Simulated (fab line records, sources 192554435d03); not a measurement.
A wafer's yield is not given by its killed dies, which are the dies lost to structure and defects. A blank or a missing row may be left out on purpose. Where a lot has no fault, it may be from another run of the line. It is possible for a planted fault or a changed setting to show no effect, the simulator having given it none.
Split-lot study | flow n5 finfet | 21 wafers read from 7 lots, route of 1938 steps

== THE SPLIT ==
At N5_MIM_TOP_ALD_01 (deposits HfO2, target thk 5.6 nm, pulse time 1 s, purge time 3 s), the setting ald cycles was moved away from the recipe's 62 on 8 of the 21 wafers read, by -4.8% to +11.3%. All remaining wafers had this setting at the recipe value.

The split's own step is where the reading is taken.

== THE READING ==
HfO2_of_MIM_TOP_ALD_01.thk nm (the simulator's own value, which no gauge read), in nm, at N5_MIM_TOP_ALD_01 (deposits HfO2, target thk 5.6 nm, pulse time 1 s, purge time 3 s). No usual value for it is given in the file.

wafer  | tool, chamber at the split | ald cycles as run | against the recipe | HfO2_of_MIM_TOP_ALD_01.thk nm, nm | against lot-mates on the recipe
L074.1 | ald hk-02, 2               | 67                | +8.1%              | 6.2                               | +0.6
L074.2 | ald hk-02, 0,3             | 62                | recipe             | 5.6                               | -
L074.3 | ald hk-02, 0,3             | 62                | recipe             | 5.6                               | -
L078.1 | ald hk-03, 3,2             | 62                | recipe             | 5.6                               | -
L078.3 | ald hk-03, 3,2             | 62                | recipe             | 5.6                               | -
L078.5 | ald hk-03, 2               | 59                | -4.8%              | 5.4                               | -0.2
L077.3 | ald hk-01, 3               | 62                | recipe             | 5.6                               | -
L077.4 | ald hk-01, 0,2             | 69                | +11.3%             | 6.2                               | +0.6
L077.5 | ald hk-01, 0,2             | 69                | +11.3%             | 6.2                               | +0.6
L080.1 | ald hk-01, 1               | 62                | recipe             | 5.6                               | -
L080.2 | ald hk-01, 3,2             | 67                | +8.1%              | 6                                 | +0.4
L080.3 | ald hk-01, 3,2             | 67                | +8.1%              | 6                                 | +0.4
L084.4 | ald hk-03, 3,0             | 62                | recipe             | 5.6                               | -
L084.6 | ald hk-03, 3,0             | 62                | recipe             | 5.6                               | -
L084.5 | ald hk-03, 1               | 68                | +9.7%              | 6.2                               | +0.6
L088.1 | ald hk-02, 2,0             | 62                | recipe             | 5.6                               | -
L088.5 | ald hk-02, 2,0             | 62                | recipe             | 5.6                               | -
L088.2 | ald hk-02, 0               | 67                | +8.1%              | 6                                 | +0.4
L096.2 | ald hk-02, 2,0,0           | 62                | recipe             | 5.6                               | -
L096.3 | ald hk-02, 2,0,0           | 62                | recipe             | 5.6                               | -
L096.6 | ald hk-02, 2,0,0           | 62                | recipe             | 5.6                               | -
The file does not say which wafer passed through which chamber wherever a row lists several chambers: such a row stands for several wafers.

FIT RESULTS
A straight line over all 21 wafers: HfO2_of_MIM_TOP_ALD_01.thk nm changes by +0.0544 nm for each +1% of ald cycles; r = +0.99; the points scatter about the line by 0.045 nm.
The same after taking each lot's own level away (the mean of its wafers on the recipe; 21 wafers): +0.0544 nm for each +1%; r = +0.99; scatter 0.045 nm.
Per that fit: largest ald cycles move, reading shift of 0.61 nm.
The lots' own levels span 5.60 to 5.60 nm.
Consequently the slope shifts little with the lot-to-lot level, the two slopes agreeing.
Check: for one of the wafers moved furthest among these (+11.3%), held out of the fit, the line's prediction against its lot-mates is +0.627 nm. It came out at +0.6 nm against them.

== THESE WAFERS: OTHER SPLITS ==
Other splits were also applied to these wafers ahead of the reading. Each is held against what the fit with the lots' levels taken away leaves over:
other split on the same wafers | wafers away from the commonest value | r with HfO2_of_MIM_TOP_ALD_01.thk nm (lot level and that fit taken away)
N5_BEOL_M15_PEB_26 peb temp c  | 9                                    | +0.00
N5_PASSIVATION_PECVD_00 time s | 2                                    | +0.10

== FILE'S OWN FIT ==
HfO2_of_MIM_TOP_ALD_01.thk nm changes by +0.0565 nm for each +1% of ald cycles, r = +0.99.
